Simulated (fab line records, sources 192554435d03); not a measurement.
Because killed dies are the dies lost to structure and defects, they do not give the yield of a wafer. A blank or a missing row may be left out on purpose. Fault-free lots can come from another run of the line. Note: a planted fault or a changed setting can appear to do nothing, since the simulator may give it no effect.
The tool behind it: which one? | flow n5 finfet | route of 1938 steps, sampled at 1 step: 12 lots, 36 wafers

## WHAT EACH GAUGE READ, for each wafer
N5_BEOL_M1_CD_MEAS_28: target cd y 23.3 nm.
lot  | measured     | on        | cd nm (nm)
L075 | day 6 11:28  | cd sem-03 | 23.64 23.96 24.01
L077 | day 6 23:10  | cd sem-01 | 24.11 24.34 23.73
L080 | day 7 13:04  | cd sem-03 | 23.69 23.94 23.84
L081 | day 7 18:44  | cd sem-02 | 24.31 24.59 23.79
L082 | day 8 09:53  | cd sem-03 | 24.17 24.44 24.42
L085 | day 8 23:47  | cd sem-01 | 24.07 23.68 23.56
L087 | day 9 07:10  | cd sem-01 | 23.90 23.82 24.48
L089 | day 10 01:08 | cd sem-03 | 24.45 23.88 24.27
L091 | day 10 06:44 | cd sem-03 | 24.63 23.37 23.80
L093 | day 10 18:43 | cd sem-02 | 23.22 24.21 23.94
L095 | day 11 17:45 | cd sem-02 | 24.00 23.81 23.83
L097 | day 12 02:42 | cd sem-01 | 24.04 23.85 23.69

## WHAT TOOL EACH LOT RAN ON (gives the tool, then ch and the chambers of the sampled wafers, and finally the start)
There is no process step in the record ahead of these readings.

## THE ANSWER, worked out from the rows above alone
Rule: what is usual is taken from the lots themselves. Put in order of their means at a reading, lots are off if they are a third of the lots or fewer, leave a main group of 4 or more, and stand apart from it by a gap of 3 or more times the standard deviation of the main group's means; of several such gaps the widest counts. A main group whose means are all the same, to the digits that the tables above print for the reading, isn't used. A lot without any number at a reading at which 4 lots or more have one is off too. All remaining lots with rows at the step are treated as sound.
Across all readings shown, no lot is off: no conclusion can be drawn from this.

## WHAT THE SIMULATOR HAD INSERTED
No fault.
